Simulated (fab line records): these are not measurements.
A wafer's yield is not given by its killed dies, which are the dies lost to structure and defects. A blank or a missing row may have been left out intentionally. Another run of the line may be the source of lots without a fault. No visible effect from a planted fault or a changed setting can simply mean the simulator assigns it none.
Chamber matching -- flow n5_finfet -- 4 sister chambers for N5_PMOS_HMC_CHANNEL_EPI_FIN_RECESS_16 on rie_si-01
The step chemistry HBr/Cl2, target Si, target depth 54 nm, time 18 s. 4 wafers are shown with their chamber, then 7 later ones without.

== WAFERS PAIRED WITH THEIR CHAMBERS ==
wafer,chamber,throttle_valve_pct (%)
L080.3,3,35.26
L080.4,2,35.30
L092.2,1,35.67
L092.4,0,35.04

== WAFERS WITHOUT THEIR CHAMBER ==
wafer,throttle_valve_pct (%)
L092.5,35.04
L094.4,35.27
L094.5,35.33
L094.6,35.26
L096.1,35.05
L096.3,35.26
L096.4,35.68

== THE CHAMBER EACH PASSED THROUGH ==
wafer,from the rows above,in truth
L092.5,0,0
L094.4,can't be placed: 3 or 2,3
L094.5,2,2
L094.6,3,3
L096.1,0,0
L096.3,3,3
L096.4,1,1
Correct placement for 6 of the 7. These rows do not allow placing 1 (true chamber among the candidates in 1). Wrongly placed: 0.
How it was worked out, from the rows above alone: a wafer's distance from a chamber is the root of the sum, over the readings, of the square of ((its reading less the chamber's mean) divided by the reading's scatter). The wafer belongs to the nearest chamber; if the next one is less than 2 further off, it can't be placed. A chamber's mean is the mean of its shown wafers. The scatter (one wafer shown for each chamber): square how far every hidden wafer sits from the nearest shown wafer, average those squares and take the square root.
